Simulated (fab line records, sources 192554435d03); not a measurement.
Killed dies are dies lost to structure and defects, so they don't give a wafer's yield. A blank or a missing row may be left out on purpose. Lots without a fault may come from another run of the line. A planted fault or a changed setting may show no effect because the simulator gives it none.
One fault seen from 2 desks | flow n5_finfet | each desk has only its own numbers; what lay behind them comes last

THE METROLOGY DESK
What the gauges read, lot by lot, whatever tool the lot ran on: means of the sampled wafers that have a number. A lot is out of limits, marked OUT, if its mean lies more than 4 standard deviations from the usual mean; the brackets give that distance. Of its 11 readings 7 are shown: the one that was out of limits first, and those that lie furthest out on some lot.
Columns: A = M2_ILD_THK at N5_BEOL_M2_THK_MEAS_01, usual 78.9 nm; B = DIBL_N at N5_BEOL_M4_RC_MEAS_101, usual 36.1 mV/V; C = IOFF_N at N5_BEOL_M4_RC_MEAS_101, usual 0.154 nA/um; D = IOFF_P at N5_BEOL_M4_RC_MEAS_101, usual 0.21 nA/um; E = ION_N at N5_BEOL_M4_RC_MEAS_101, usual 670 uA/um; F = ION_P at N5_BEOL_M4_RC_MEAS_101, usual 461 uA/um; G = VT_N at N5_BEOL_M4_RC_MEAS_101, usual 250.4 mV
lot  | first seen here | A               | B    | C     | D    | E   | F   | G
L504 | day 6 14:34     | 79.4            | 35.2 | 0.147 | 0.18 | 668 | 453 | 252.2
L505 | day 6 18:31     | 78.4            | 37.6 | 0.165 | 0.19 | 680 | 458 | 247.7
L511 | day 8 11:49     | 77.6            | 35.6 | 0.155 | 0.25 | 672 | 469 | 249.3
L514 | day 9 13:20     | 79.4            | 37.3 | 0.153 | 0.20 | 663 | 455 | 251.1
L518 | day 10 15:08    | 131.1 (+57) OUT | -    | -     | -    | -   | -   | -
L519 | day 10 15:32    | 114.2 (+39) OUT | 36.9 | 0.148 | 0.18 | 666 | 446 | 250.2
L520 | day 10 19:54    | 96.3 (+19) OUT  | 36.1 | 0.168 | 0.21 | 674 | 460 | 249.9
L523 | day 11 07:00    | 79.6            | 33.7 | 0.117 | 0.15 | 655 | 455 | 254.7
L524 | day 11 15:30    | 78.4            | 37.9 | 0.169 | 0.22 | 668 | 458 | 250.2
L525 | day 12 04:38    | 78.3            | 35.5 | 0.148 | 0.21 | 668 | 463 | 251.4
This desk's finding: out of limits on L518, L519, L520; first on L518, day 10 15:08 (M2_ILD_THK at N5_BEOL_M2_THK_MEAS_01). In limits: L504, L505, L511, L514, L523, L524, L525.

THE TOOL OWNER'S DESK: pecvd-03
The tool's own readings at N5_BEOL_M2_ILD_DEP_00 (deposits SiOC from DEMS/O2, target thk 79 nm, time 15.3 s): means of the sampled wafers that have a number, for each lot that ran on this tool. A lot is out of limits, marked OUT, if its mean lies more than 4 standard deviations from the usual mean; the brackets give that distance.
Columns: A = heater_power_w at N5_BEOL_M2_ILD_DEP_00, usual 465 W; B = showerhead_plenum_p_Torr at N5_BEOL_M2_ILD_DEP_00, usual 5.689 Torr; C = throttle_valve_pct at N5_BEOL_M2_ILD_DEP_00, usual 11.5 %
lot  | first seen here | A   | B     | C
L504 | day 6 14:31     | 419 | 5.678 | 11.4
L514 | day 9 13:16     | 386 | 5.690 | 11.5
L518 | day 10 15:04    | 403 | 5.686 | 11.6
L519 | day 10 15:28    | 371 | 5.693 | 11.6
L520 | day 10 19:50    | 504 | 5.683 | 10.9
This desk's finding: nothing out of limits on any of the 5 lots.

PUT TOGETHER
The metrology desk could have raised an alarm at day 10 15:08, on L518, L519, L520.
The tool owner's desk saw nothing out of limits.
The tool owner's desk has L518, L519, L520 on record, within its limits.
Of the lots named, all ran N5_BEOL_M2_ILD_DEP_00 on pecvd-03.

WHAT THE SIMULATOR HAD PUT IN
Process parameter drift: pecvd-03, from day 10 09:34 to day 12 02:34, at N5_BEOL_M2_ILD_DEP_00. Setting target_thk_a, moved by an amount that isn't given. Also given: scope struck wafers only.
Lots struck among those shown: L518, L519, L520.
Hours from the fault's start to each desk's first reading out of limits: the metrology desk, 6.
